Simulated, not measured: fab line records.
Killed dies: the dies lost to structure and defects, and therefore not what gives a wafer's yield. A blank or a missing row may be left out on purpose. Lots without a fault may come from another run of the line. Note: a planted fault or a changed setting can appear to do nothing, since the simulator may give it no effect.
Chamber matching + flow nand-harc + rie-diel-02 running NHARC_P_M2_DESCUM_14: 4 sister chambers
The step chemistry O2, time 3 s. 16 wafers are shown with their chamber, then 8 later ones without.

## WAFERS PAIRED WITH THEIR CHAMBERS
| wafer  | chamber | showerhead-plenum-p-Torr (Torr) | drypump-motor-current-A (A) | oes-product-au (a.u.) |
|--------|---------|---------------------------------|-----------------------------|-----------------------|
| L078.2 | 2       | 1.87                            | 5.4                         | 1.005                 |
| L078.3 | 1       | 1.89                            | 5.7                         | 0.980                 |
| L078.6 | 2       | 1.87                            | 5.4                         | 1.001                 |
| L081.1 | 3       | 1.89                            | 5.7                         | 0.992                 |
| L081.3 | 1       | 1.88                            | 5.7                         | 0.986                 |
| L081.6 | 1       | 1.88                            | 5.7                         | 0.996                 |
| L082.1 | 1       | 1.88                            | 5.7                         | 0.987                 |
| L082.3 | 0       | 1.79                            | 5.4                         | 1.008                 |
| L082.5 | 2       | 1.87                            | 5.4                         | 0.996                 |
| L084.3 | 0       | 1.79                            | 5.5                         | 0.995                 |
| L084.5 | 3       | 1.89                            | 5.7                         | 1.001                 |
| L084.6 | 0       | 1.79                            | 5.4                         | 1.002                 |
| L085.3 | 3       | 1.89                            | 5.7                         | 1.004                 |
| L085.5 | 0       | 1.79                            | 5.5                         | 1.005                 |
| L085.6 | 3       | 1.89                            | 5.7                         | 1.001                 |
| L092.1 | 3       | 1.89                            | 5.7                         | 0.994                 |

SIGNATURES (means of the wafers above)
| reading                  | chamber 0 | chamber 1 | chamber 2 | chamber 3 | scatter within a chamber |
|--------------------------|-----------|-----------|-----------|-----------|--------------------------|
| showerhead-plenum-p-Torr | 1.7900    | 1.8825    | 1.8700    | 1.8900    | 0.0025                   |
| drypump-motor-current-A  | 5.450     | 5.700     | 5.400     | 5.700     | 0.0289                   |
| oes-product-au           | 1.00250   | 0.98725   | 1.00067   | 0.99840   | 0.00555                  |
Rule: a wafer's distance from a chamber is the root of the sum, over the readings, of the square of ((its reading less the chamber's mean) divided by the reading's scatter). The wafer belongs to the nearest chamber; if the next one is less than 2 further off, it can't be placed. How the scatter is found: for the shown wafers, subtract from each reading the mean of its chamber, square and add these, divide the total by (wafers less chambers), then take the root.

## WAFERS WITH NO CHAMBER GIVEN
| wafer  | showerhead-plenum-p-Torr (Torr) | drypump-motor-current-A (A) | oes-product-au (a.u.) |
|--------|---------------------------------|-----------------------------|-----------------------|
| L092.5 | 1.87                            | 5.4                         | 1.000                 |
| L092.6 | 1.88                            | 5.7                         | 0.990                 |
| L095.1 | 1.89                            | 5.7                         | 0.987                 |
| L095.4 | 1.79                            | 5.5                         | 0.999                 |
| L095.5 | 1.89                            | 5.7                         | 0.995                 |
| L096.1 | 1.89                            | 5.7                         | 0.984                 |
| L096.3 | 1.88                            | 5.7                         | 0.997                 |
| L096.4 | 1.87                            | 5.5                         | 0.996                 |

## EACH ONE'S CHAMBER
| wafer  | from the rows above     | in truth |
|--------|-------------------------|----------|
| L092.5 | 2                       | 2        |
| L092.6 | 1                       | 1        |
| L095.1 | can't be placed: 3 or 1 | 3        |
| L095.4 | 0                       | 0        |
| L095.5 | 3                       | 3        |
| L096.1 | can't be placed: 3 or 1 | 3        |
| L096.3 | can't be placed: 1 or 3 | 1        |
| L096.4 | 2                       | 2        |
5 of 8 placed correctly. These rows do not allow placing 3 (true chamber among the candidates in 3). 0 placed wrongly.
